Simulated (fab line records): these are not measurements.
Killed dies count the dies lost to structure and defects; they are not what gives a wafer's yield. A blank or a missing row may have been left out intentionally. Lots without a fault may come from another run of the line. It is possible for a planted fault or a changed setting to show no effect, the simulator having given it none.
Split-lot study / flow n5-finfet / 7 lots, 21 wafers read, on a route of 1938 steps

== SPLIT DETAILS ==
At N5_BEOL_M5_COAT_66 (time 60 s, resist thk 12 nm), the setting spin-rpm was moved away from the recipe's 1500 rpm on 9 of the 21 wafers read, by -7.1% to +3.9%. For the rest of the wafers, this setting stayed at what the recipe calls for.

The reading is taken at the split's own step.

== THE READING ==
SiARC_of_BEOL_M5_COAT_66.thk-nm (the simulator's own value, which no gauge read), in nm, at N5_BEOL_M5_COAT_66 (time 60 s, resist thk 12 nm). No usual value for it is given in the file.

wafer=L076.1; tool, chamber at the split=litho-track-04, 0; spin-rpm as run, rpm=1422; against the recipe=-5.2%; SiARC_of_BEOL_M5_COAT_66.thk-nm, nm=12.4; against lot-mates on the recipe=+0.4
wafer=L076.4; tool, chamber at the split=litho-track-04, 0; spin-rpm as run, rpm=1422; against the recipe=-5.2%; SiARC_of_BEOL_M5_COAT_66.thk-nm, nm=12.4; against lot-mates on the recipe=+0.4
wafer=L076.2; tool, chamber at the split=litho-track-04, 0; spin-rpm as run, rpm=1500; against the recipe=recipe; SiARC_of_BEOL_M5_COAT_66.thk-nm, nm=12; against lot-mates on the recipe=-
wafer=L083.1; tool, chamber at the split=litho-track-03, 0; spin-rpm as run, rpm=1394; against the recipe=-7.1%; SiARC_of_BEOL_M5_COAT_66.thk-nm, nm=12.4; against lot-mates on the recipe=+0.4
wafer=L083.4; tool, chamber at the split=litho-track-03, 0; spin-rpm as run, rpm=1394; against the recipe=-7.1%; SiARC_of_BEOL_M5_COAT_66.thk-nm, nm=12.4; against lot-mates on the recipe=+0.4
wafer=L083.3; tool, chamber at the split=litho-track-03, 0; spin-rpm as run, rpm=1500; against the recipe=recipe; SiARC_of_BEOL_M5_COAT_66.thk-nm, nm=12; against lot-mates on the recipe=-
wafer=L088.3; tool, chamber at the split=litho-track-04, 0; spin-rpm as run, rpm=1398; against the recipe=-6.8%; SiARC_of_BEOL_M5_COAT_66.thk-nm, nm=12.4; against lot-mates on the recipe=+0.4
wafer=L088.5; tool, chamber at the split=litho-track-04, 0; spin-rpm as run, rpm=1500; against the recipe=recipe; SiARC_of_BEOL_M5_COAT_66.thk-nm, nm=12; against lot-mates on the recipe=-
wafer=L088.6; tool, chamber at the split=litho-track-04, 0; spin-rpm as run, rpm=1500; against the recipe=recipe; SiARC_of_BEOL_M5_COAT_66.thk-nm, nm=12; against lot-mates on the recipe=-
wafer=L089.1; tool, chamber at the split=litho-track-04, 0; spin-rpm as run, rpm=1500; against the recipe=recipe; SiARC_of_BEOL_M5_COAT_66.thk-nm, nm=12; against lot-mates on the recipe=-
wafer=L089.2; tool, chamber at the split=litho-track-04, 0; spin-rpm as run, rpm=1500; against the recipe=recipe; SiARC_of_BEOL_M5_COAT_66.thk-nm, nm=12; against lot-mates on the recipe=-
wafer=L089.5; tool, chamber at the split=litho-track-04, 0; spin-rpm as run, rpm=1500; against the recipe=recipe; SiARC_of_BEOL_M5_COAT_66.thk-nm, nm=12; against lot-mates on the recipe=-
wafer=L090.1; tool, chamber at the split=litho-track-03, 0; spin-rpm as run, rpm=1500; against the recipe=recipe; SiARC_of_BEOL_M5_COAT_66.thk-nm, nm=12; against lot-mates on the recipe=-
wafer=L090.4; tool, chamber at the split=litho-track-03, 0; spin-rpm as run, rpm=1500; against the recipe=recipe; SiARC_of_BEOL_M5_COAT_66.thk-nm, nm=12; against lot-mates on the recipe=-
wafer=L090.3; tool, chamber at the split=litho-track-03, 0; spin-rpm as run, rpm=1424; against the recipe=-5.1%; SiARC_of_BEOL_M5_COAT_66.thk-nm, nm=12.4; against lot-mates on the recipe=+0.4
wafer=L093.1; tool, chamber at the split=litho-track-04, 0; spin-rpm as run, rpm=1401; against the recipe=-6.6%; SiARC_of_BEOL_M5_COAT_66.thk-nm, nm=12.4; against lot-mates on the recipe=+0.4
wafer=L093.3; tool, chamber at the split=litho-track-04, 0; spin-rpm as run, rpm=1401; against the recipe=-6.6%; SiARC_of_BEOL_M5_COAT_66.thk-nm, nm=12.4; against lot-mates on the recipe=+0.4
wafer=L093.5; tool, chamber at the split=litho-track-04, 0; spin-rpm as run, rpm=1500; against the recipe=recipe; SiARC_of_BEOL_M5_COAT_66.thk-nm, nm=12; against lot-mates on the recipe=-
wafer=L096.1; tool, chamber at the split=litho-track-05, 0; spin-rpm as run, rpm=1500; against the recipe=recipe; SiARC_of_BEOL_M5_COAT_66.thk-nm, nm=12; against lot-mates on the recipe=-
wafer=L096.3; tool, chamber at the split=litho-track-05, 0; spin-rpm as run, rpm=1500; against the recipe=recipe; SiARC_of_BEOL_M5_COAT_66.thk-nm, nm=12; against lot-mates on the recipe=-
wafer=L096.2; tool, chamber at the split=litho-track-05, 0; spin-rpm as run, rpm=1558; against the recipe=+3.9%; SiARC_of_BEOL_M5_COAT_66.thk-nm, nm=11.8; against lot-mates on the recipe=-0.2

THE FIT
A straight line over all 21 wafers: SiARC_of_BEOL_M5_COAT_66.thk-nm changes by -0.0617 nm for each +1% of spin-rpm; r = -0.99; the points scatter about the line by 0.035 nm.
The same after taking each lot's own level away (the mean of its wafers on the recipe; 21 wafers): -0.0617 nm for each +1%; r = -0.99; scatter 0.035 nm.
The reading moves by 0.44 nm for the largest change in spin-rpm, on that fit.
The lots' own levels span 12.00 to 12.00 nm.
So the lot-to-lot level changes the slope little: the two slopes agree.
Check: +0.452 nm against its lot-mates is what the line predicts for one of the wafers moved furthest among these (-7.1%) when that wafer is left out of the fit. Against them it came out at +0.4 nm.

== ADDITIONAL SPLITS CARRIED BY THESE WAFERS ==
Note: prior to the reading, these wafers also went through further splits. Each is held against what the fit with the lots' levels taken away leaves over:
other split on the same wafers=N5_BEOL_M0_CUTY_EXPOSE_54 dose-mj; wafers away from the commonest value=9; r with SiARC_of_BEOL_M5_COAT_66.thk-nm (lot level and that fit taken away)=+0.44
other split on the same wafers=N5_BEOL_M0_CUTY_ETCH_63 time-s; wafers away from the commonest value=9; r with SiARC_of_BEOL_M5_COAT_66.thk-nm (lot level and that fit taken away)=-0.05
other split on the same wafers=N5_BEOL_M1_EXPOSE_25 dose-mj; wafers away from the commonest value=6; r with SiARC_of_BEOL_M5_COAT_66.thk-nm (lot level and that fit taken away)=-0.20
other split on the same wafers=N5_BEOL_M2_SPUTTER_88 time-s; wafers away from the commonest value=6; r with SiARC_of_BEOL_M5_COAT_66.thk-nm (lot level and that fit taken away)=+0.18
other split on the same wafers=N5_BEOL_M3_ETCH_64 time-s; wafers away from the commonest value=5; r with SiARC_of_BEOL_M5_COAT_66.thk-nm (lot level and that fit taken away)=+0.33
other split on the same wafers=N5_BEOL_M3_COAT_76 spin-rpm; wafers away from the commonest value=7; r with SiARC_of_BEOL_M5_COAT_66.thk-nm (lot level and that fit taken away)=+0.08
other split on the same wafers=N5_BEOL_M4_COAT_73 spin-rpm; wafers away from the commonest value=6; r with SiARC_of_BEOL_M5_COAT_66.thk-nm (lot level and that fit taken away)=+0.18
other split on the same wafers=N5_BEOL_M4_DESCUM_16 time-s; wafers away from the commonest value=6; r with SiARC_of_BEOL_M5_COAT_66.thk-nm (lot level and that fit taken away)=+0.12

== THE FILE'S OWN FIT ==
SiARC_of_BEOL_M5_COAT_66.thk-nm changes by -0.063 nm for each +1% of spin-rpm, r = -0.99.
